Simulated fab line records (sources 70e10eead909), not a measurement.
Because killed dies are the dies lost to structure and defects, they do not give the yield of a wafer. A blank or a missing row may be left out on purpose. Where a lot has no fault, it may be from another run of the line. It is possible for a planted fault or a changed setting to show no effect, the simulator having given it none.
Which tool did it? ; flow nand-harc ; 12 lots with 36 wafers sampled at 5 steps, on a route of 1302 steps

WHAT THE GAUGES READ, wafer by wafer
NHARC_P_STI_CD_MEAS_16. Usual: 200.2 nm for cd-nm, sd 1.8.
lot;measured;on;cd-nm (nm);flag
L710;day 2 19:37;cd-sem-01;198.0 198.8 199.8;
L711;day 3 07:59;cd-sem-03;197.5 199.5 200.0;
L714;day 4 15:27;cd-sem-03;201.4 201.5 200.1;
L715;day 4 23:46;cd-sem-03;199.9 200.7 202.4;
L717;day 5 19:10;cd-sem-03;201.1 201.5 205.8;
L719;day 6 14:38;cd-sem-03;200.1 202.5 201.0;
L721;day 7 09:39;cd-sem-03;199.6 199.4 199.8;
L722;day 7 21:38;cd-sem-01;201.2 200.5 199.4;
L728;day 10 07:48;cd-sem-02;198.3 200.0 198.9;
L730;day 11 05:28;cd-sem-01;201.3 201.1 200.8;
L731;day 11 14:55;cd-sem-02;201.0 198.1 197.6;
L732;day 12 02:04;cd-sem-02;200.6 199.8 201.0;

NHARC_END_SORT_01. Usual: killed-at-array 56, standard deviation 20; killed-at-other 1, standard deviation 1.3; killed-at-periphery 3.5, standard deviation 2.7; killed-dies 60, standard deviation 20; killed-open 3.3, standard deviation 1.6; killed-short 2.4, standard deviation 1.5.
lot;measured;on;killed-at-array;killed-at-other;killed-at-periphery;killed-dies;killed-open;killed-short;flag
L710;day 23 05:56;prober-02;41 58 56;0 0 0;3 6 5;44 64 61;2 7 4;5 1 3;
L711;day 24 11:40;prober-02;76 74 62;1 1 0;9 2 7;86 77 69;3 3 4;4 4 3;
L714;day 26 10:28;prober-01;78 59 63;0 2 2;5 2 1;83 63 66;1 2 3;3 4 1;
L715;day 26 10:28;prober-02;35 61 57;0 0 1;1 3 1;36 64 59;5 5 3;2 3 2;
L717;day 27 01:59;prober-02;57 43 57;0 2 2;5 5 4;62 50 63;5 4 4;1 4 0;
L719;day 28 00:50;prober-02;53 61 50;1 0 0;4 3 1;58 64 51;1 4 1;3 4 3;
L721;day 28 07:12;prober-01;67 40 62;0 0 0;1 1 3;68 41 65;2 1 4;3 3 4;
L722;day 29 06:25;prober-02;48 65 45;2 0 1;3 1 5;53 66 51;3 3 6;2 2 6;
L728;day 31 10:31;prober-02;26 31 27;0 0 0;1 2 4;27 33 31;2 3 4;1 5 2;
L730;day 32 04:37;prober-02;41 37 32;1 2 0;5 6 8;47 45 40;4 3 2;3 3 0;
L731;day 33 04:06;prober-02;48 37 38;4 1 0;1 2 2;53 40 40;4 2 3;2 0 5;
L732;day 33 04:02;prober-01;50 56 55;0 2 0;1 2 2;51 60 57;3 8 4;0 3 3;

WHICH TOOL RAN EACH LOT (tool, then ch and the chambers of the sampled wafers, then the start)
lot;NHARC_P_STI_ETCH_31;NHARC_P_GATE_EXPOSE_23;NHARC_P_GATE_STRIP_108
L710;rie-diel-12 ch 0,1,3, day 2 19:37 or earlier;arfi-scanner-02 ch 0, day 4 23:29;rie-diel-03 ch 0,1,3, day 5 00:26
L711;rie-diel-12 ch 0,2,3, day 3 07:59 or earlier;arfi-scanner-01 ch 0, day 5 10:56;rie-diel-11 ch 0,2,3, day 5 11:55
L714;rie-diel-12 ch 1,2,3, day 4 15:27 or earlier;arfi-scanner-03 ch 0, day 6 21:20;rie-diel-03 ch 0,1,2, day 6 22:19
L715;rie-diel-08 ch 0,1,3, day 4 23:46 or earlier;arfi-scanner-02 ch 0, day 7 00:55;rie-diel-03 ch 2,3, day 7 01:52
L717;rie-diel-05 ch 2,3, day 5 19:10 or earlier;arfi-scanner-01 ch 0, day 7 22:13;rie-diel-11 ch 0,1,3, day 7 23:10
L719;rie-diel-12 ch 0,2,3, day 6 14:38 or earlier;arfi-scanner-01 ch 0, day 8 19:47;rie-diel-11 ch 1,3, day 8 20:44
L721;rie-diel-08 ch 0,1,3, day 7 09:39 or earlier;arfi-scanner-02 ch 0, day 9 12:35;rie-diel-10 ch 0,1,2, day 9 13:31
L722;rie-diel-05 ch 1,2, day 7 21:38 or earlier;arfi-scanner-02 ch 0, day 9 22:09;rie-diel-10 ch 0,2,3, day 9 23:07
L728;rie-diel-12 ch 0,3, day 10 07:48 or earlier;arfi-scanner-01 ch 0, day 12 09:58;rie-diel-11 ch 0,1,2, day 12 10:56
L730;rie-diel-12 ch 1,3, day 11 05:28 or earlier;arfi-scanner-01 ch 0, day 13 08:00;rie-diel-10 ch 0,2, day 13 08:59
L731;rie-diel-08 ch 0,1,3, day 11 14:55 or earlier;arfi-scanner-01 ch 0, day 13 19:32;rie-diel-10 ch 0,1, day 13 20:29
L732;rie-diel-12 ch 0,1,2, day 12 02:04 or earlier;arfi-scanner-03 ch 0, day 14 07:38;rie-diel-11 ch 0,2,3, day 14 08:34
- NHARC_P_STI_ETCH_31: etches the open film in CF4/CHF3, target depth 108.9 nm, time 54.5 s.
- NHARC_P_GATE_EXPOSE_23: exposes mask P GATE, target cd 120 nm.
- NHARC_P_GATE_STRIP_108: strips in O2.

AS READ BY THE TOOLS THEMSELVES (means over the sampled wafers that have a number; for cases with no such wafer, the mark the record gives instead)
NHARC_P_STI_ETCH_31. Usual: drypump-motor-current-A 5.6 A, standard deviation 0.41; oes-product-au 0.963 a.u., standard deviation 0.015; rf-vpp-V 370.7 V, standard deviation 2.1; showerhead-plenum-p-Torr 1.57 Torr, standard deviation 0.056; throttle-valve-pct 16.802 %, standard deviation 0.0096.
lot;tool;drypump-motor-current-A (A);oes-product-au (a.u.);rf-vpp-V (V);showerhead-plenum-p-Torr (Torr);throttle-valve-pct (%);flag
L710;rie-diel-12;5.9;0.959;370.9;1.58;16.800;
L711;rie-diel-12;5.7;0.969;369.6;1.56;16.802;
L714;rie-diel-12;5.8;0.966;369.9;1.57;16.790;
L715;rie-diel-08;5.5;0.968;369.3;1.57;16.800;
L717;rie-diel-05;6.0;0.922;369.7;1.55;16.803;
L719;rie-diel-12;5.7;0.968;370.3;1.55;16.799;
L721;rie-diel-08;5.6;0.966;370.0;1.57;16.805;
L722;rie-diel-05;5.3;0.953;371.1;1.58;16.798;
L728;rie-diel-12;5.7;0.927;370.3;1.57;16.800;
L730;rie-diel-12;6.0;0.974;370.9;1.59;16.803;
L731;rie-diel-08;5.5;0.967;370.7;1.57;16.810;
L732;rie-diel-12;5.4;0.966;370.4;1.56;16.803;

NHARC_P_GATE_EXPOSE_23. Usual: 93.90 for exposure-dose-mJ-cm2, sd 0.099.
lot;tool;exposure-dose-mJ-cm2;flag
L710;arfi-scanner-02;94.00;
L711;arfi-scanner-01;93.89;
L714;arfi-scanner-03;93.83;
L715;arfi-scanner-02;93.87;
L717;arfi-scanner-01;93.98;
L719;arfi-scanner-01;93.84;
L721;arfi-scanner-02;93.90;
L722;arfi-scanner-02;93.92;
L728;arfi-scanner-01;95.97;OFF
L730;arfi-scanner-01;96.05;OFF
L731;arfi-scanner-01;95.94;OFF
L732;arfi-scanner-03;93.94;

NHARC_P_GATE_STRIP_108. Usual: drypump-motor-current-A 5.6 A, standard deviation 0.5; oes-product-au 1.004 a.u., standard deviation 0.0071; rf-vpp-V 57.8 V, standard deviation 0.78; showerhead-plenum-p-Torr 3.55 Torr, standard deviation 0.13; throttle-valve-pct 17.036 %, standard deviation 0.01.
lot;tool;drypump-motor-current-A (A);oes-product-au (a.u.);rf-vpp-V (V);showerhead-plenum-p-Torr (Torr);throttle-valve-pct (%);flag
L710;rie-diel-03;5.6;1.007;58.0;3.66;17.042;
L711;rie-diel-11;5.8;0.995;58.3;3.44;17.026;
L714;rie-diel-03;5.7;1.004;57.7;3.69;17.040;
L715;rie-diel-03;5.1;1.003;58.4;3.55;17.034;
L717;rie-diel-11;5.4;1.002;57.5;3.43;17.046;
L719;rie-diel-11;5.4;0.998;58.2;3.47;17.034;
L721;rie-diel-10;6.0;1.001;57.3;3.59;17.039;
L722;rie-diel-10;5.9;1.010;58.1;3.65;17.041;
L728;rie-diel-11;5.3;1.008;57.7;3.49;17.025;
L730;rie-diel-10;6.3;1.008;58.0;3.64;17.034;
L731;rie-diel-10;5.8;1.005;57.4;3.52;17.029;
L732;rie-diel-11;5.7;1.004;57.6;3.44;17.035;

THE ANSWER, worked out from the rows above alone
Rule: lot off if the mean of its wafers having a number is beyond 3 standard deviations from the usual mean. A lot without any number at a reading at which 4 lots or more have one is off too. The other lots that the step has rows for count as sound. The gauges are gone through in route order, then the tools' own readings, and for those a lot's mean is taken as printed above. At the first step where some lot is off, the reading lying furthest off is the one used; lots without a number count as furthest.
Off: L728, L730, L731 (NHARC_P_GATE_EXPOSE_23, exposure-dose-mJ-cm2).
A tool fits if, at that step or a process step before it, it ran every lot that is off, and no sound lot after the first of them. NHARC_P_STI_ETCH_31: start missing for some lots; hours and lot order therefore follow NHARC_P_STI_CD_MEAS_16. One candidate fits, namely arfi-scanner-01 at NHARC_P_GATE_EXPOSE_23. A fault onset in the window from L719 (day 8 19:47, its last sound lot) to L728 (day 12 09:58, its first lot off) fits.
On the lots that are off, the tool's own readings at NHARC_P_GATE_EXPOSE_23 differ by more than 5 times the standard deviation of the sound lots' means, which bears it out; exposure-dose-mJ-cm2 reads 95.99 there versus 93.91 on the sound lots.

WHAT WAS PUT IN BY THE SIMULATOR
Drift in process parameters on arfi-scanner-01 at NHARC_P_GATE_EXPOSE_23, starting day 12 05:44. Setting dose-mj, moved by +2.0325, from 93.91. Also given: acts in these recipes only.
Struck lots among those shown: L728, L730, L731. The rule above found the same.
